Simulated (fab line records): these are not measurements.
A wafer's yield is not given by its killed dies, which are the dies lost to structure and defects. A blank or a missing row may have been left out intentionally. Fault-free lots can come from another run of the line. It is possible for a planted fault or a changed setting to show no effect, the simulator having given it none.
Split-lot study :: flow n5 finfet :: 7 lots, 21 wafers read, on a route of 1938 steps

== SPLIT DETAILS ==
At N5_BEOL_M1_PECVD_72 (deposits SiO2 from TEOS/O2, target thk 16 nm, time 18 s), the setting time s was moved away from the recipe's 18 s on 7 of the 21 wafers read, by -14.4% to +10.1%. This setting was run at the recipe's value on the other wafers.

The split's own step is where the reading is taken.

== THE READING ==
SiO2_of_BEOL_M1_PECVD_72.thk nm (the simulator's own value, which no gauge read), in nm, at N5_BEOL_M1_PECVD_72 (deposits SiO2 from TEOS/O2, target thk 16 nm, time 18 s). There is no usual value for it anywhere in the file. Here, 14 wafers ran the recipe; their average is 16.1 nm with a standard deviation of 0.22 nm.

wafer: L075.1
tool, chamber at the split: pecvd-04, 0
time s as run, s: 19.68
against the recipe: +9.3%
SiO2_of_BEOL_M1_PECVD_72.thk nm, nm: 17.4
against lot-mates on the recipe: +1.2

wafer: L075.2
tool, chamber at the split: pecvd-04, 1
time s as run, s: 19.68
against the recipe: +9.3%
SiO2_of_BEOL_M1_PECVD_72.thk nm, nm: 17
against lot-mates on the recipe: +0.8

wafer: L075.6
tool, chamber at the split: pecvd-04, 0
time s as run, s: 18
against the recipe: recipe
SiO2_of_BEOL_M1_PECVD_72.thk nm, nm: 16.2
against lot-mates on the recipe: -

wafer: L083.1
tool, chamber at the split: pecvd-02, 0
time s as run, s: 18.77
against the recipe: +4.3%
SiO2_of_BEOL_M1_PECVD_72.thk nm, nm: 17
against lot-mates on the recipe: +0.6

wafer: L083.3
tool, chamber at the split: pecvd-02, 1
time s as run, s: 18
against the recipe: recipe
SiO2_of_BEOL_M1_PECVD_72.thk nm, nm: 16.2
against lot-mates on the recipe: -

wafer: L083.5
tool, chamber at the split: pecvd-02, 0
time s as run, s: 18
against the recipe: recipe
SiO2_of_BEOL_M1_PECVD_72.thk nm, nm: 16.6
against lot-mates on the recipe: -

wafer: L091.1
tool, chamber at the split: pecvd-02, 2,1
time s as run, s: 18
against the recipe: recipe
SiO2_of_BEOL_M1_PECVD_72.thk nm, nm: 15.8
against lot-mates on the recipe: -

wafer: L091.3
tool, chamber at the split: pecvd-02, 2,1
time s as run, s: 18
against the recipe: recipe
SiO2_of_BEOL_M1_PECVD_72.thk nm, nm: 15.8
against lot-mates on the recipe: -

wafer: L091.2
tool, chamber at the split: pecvd-02, 0
time s as run, s: 18
against the recipe: recipe
SiO2_of_BEOL_M1_PECVD_72.thk nm, nm: 16
against lot-mates on the recipe: -

wafer: L092.1
tool, chamber at the split: pecvd-04, 2,0
time s as run, s: 19.82
against the recipe: +10.1%
SiO2_of_BEOL_M1_PECVD_72.thk nm, nm: 17.6
against lot-mates on the recipe: +1.4

wafer: L092.3
tool, chamber at the split: pecvd-04, 2,0
time s as run, s: 19.82
against the recipe: +10.1%
SiO2_of_BEOL_M1_PECVD_72.thk nm, nm: 17.6
against lot-mates on the recipe: +1.4

wafer: L092.4
tool, chamber at the split: pecvd-04, 1
time s as run, s: 18
against the recipe: recipe
SiO2_of_BEOL_M1_PECVD_72.thk nm, nm: 16.2
against lot-mates on the recipe: -

wafer: L095.3
tool, chamber at the split: pecvd-04, 1
time s as run, s: 16.27
against the recipe: -9.6%
SiO2_of_BEOL_M1_PECVD_72.thk nm, nm: 14.2
against lot-mates on the recipe: -1.9

wafer: L095.4
tool, chamber at the split: pecvd-04, 1
time s as run, s: 18
against the recipe: recipe
SiO2_of_BEOL_M1_PECVD_72.thk nm, nm: 16
against lot-mates on the recipe: -

wafer: L095.5
tool, chamber at the split: pecvd-04, 0
time s as run, s: 18
against the recipe: recipe
SiO2_of_BEOL_M1_PECVD_72.thk nm, nm: 16.2
against lot-mates on the recipe: -

wafer: L096.1
tool, chamber at the split: pecvd-01, 1
time s as run, s: 18
against the recipe: recipe
SiO2_of_BEOL_M1_PECVD_72.thk nm, nm: 16
against lot-mates on the recipe: -

wafer: L096.4
tool, chamber at the split: pecvd-01, 2
time s as run, s: 18
against the recipe: recipe
SiO2_of_BEOL_M1_PECVD_72.thk nm, nm: 16.2
against lot-mates on the recipe: -

wafer: L096.5
tool, chamber at the split: pecvd-01, 0
time s as run, s: 18
against the recipe: recipe
SiO2_of_BEOL_M1_PECVD_72.thk nm, nm: 15.8
against lot-mates on the recipe: -

wafer: L097.1
tool, chamber at the split: pecvd-02, 2
time s as run, s: 15.41
against the recipe: -14.4%
SiO2_of_BEOL_M1_PECVD_72.thk nm, nm: 13.8
against lot-mates on the recipe: -2.2

wafer: L097.4
tool, chamber at the split: pecvd-02, 0
time s as run, s: 18
against the recipe: recipe
SiO2_of_BEOL_M1_PECVD_72.thk nm, nm: 16.2
against lot-mates on the recipe: -

wafer: L097.6
tool, chamber at the split: pecvd-02, 1
time s as run, s: 18
against the recipe: recipe
SiO2_of_BEOL_M1_PECVD_72.thk nm, nm: 15.8
against lot-mates on the recipe: -
If several chambers appear in one row, that row covers several wafers at once and the file leaves open which wafer was in which chamber.

THE FIT
A straight line over all 21 wafers: SiO2_of_BEOL_M1_PECVD_72.thk nm changes by +0.154 nm for each +1% of time s; r = +0.97; the points scatter about the line by 0.25 nm.
The same after taking each lot's own level away (the mean of its wafers on the recipe; 21 wafers): +0.145 nm for each +1%; r = +0.97; scatter 0.2 nm.
According to that fit, moving time s by its largest amount changes the reading by 2.1 nm.
Across the lots, their own levels run from 15.87 to 16.40 nm, a range of 2.4 times the standard deviation given above.
The two slopes are in agreement: the lot-to-lot level therefore moves the slope only a little.
Check: with one of the wafers moved furthest among these (-14.4%) left out of the fit, the line predicts -2.12 nm for it against its lot-mates. It came out at -2.2 nm against them.

== ADDITIONAL SPLITS CARRIED BY THESE WAFERS ==
These wafers also went through other splits before the reading. Each is held against what the fit with the lots' levels taken away leaves over:
other split on the same wafers: N5_BEOL_M0_SAQP_PECVD_03 time s
wafers away from the commonest value: 6
r with SiO2_of_BEOL_M1_PECVD_72.thk nm (lot level and that fit taken away): -0.22

other split on the same wafers: N5_BEOL_M0_ETCH_138 source w
wafers away from the commonest value: 8
r with SiO2_of_BEOL_M1_PECVD_72.thk nm (lot level and that fit taken away): -0.09

other split on the same wafers: N5_BEOL_M1_ILD_DEP_00 time s
wafers away from the commonest value: 7
r with SiO2_of_BEOL_M1_PECVD_72.thk nm (lot level and that fit taken away): -0.24

== FILE'S OWN FIT ==
SiO2_of_BEOL_M1_PECVD_72.thk nm changes by +0.15 nm for each +1% of time s, r = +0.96.
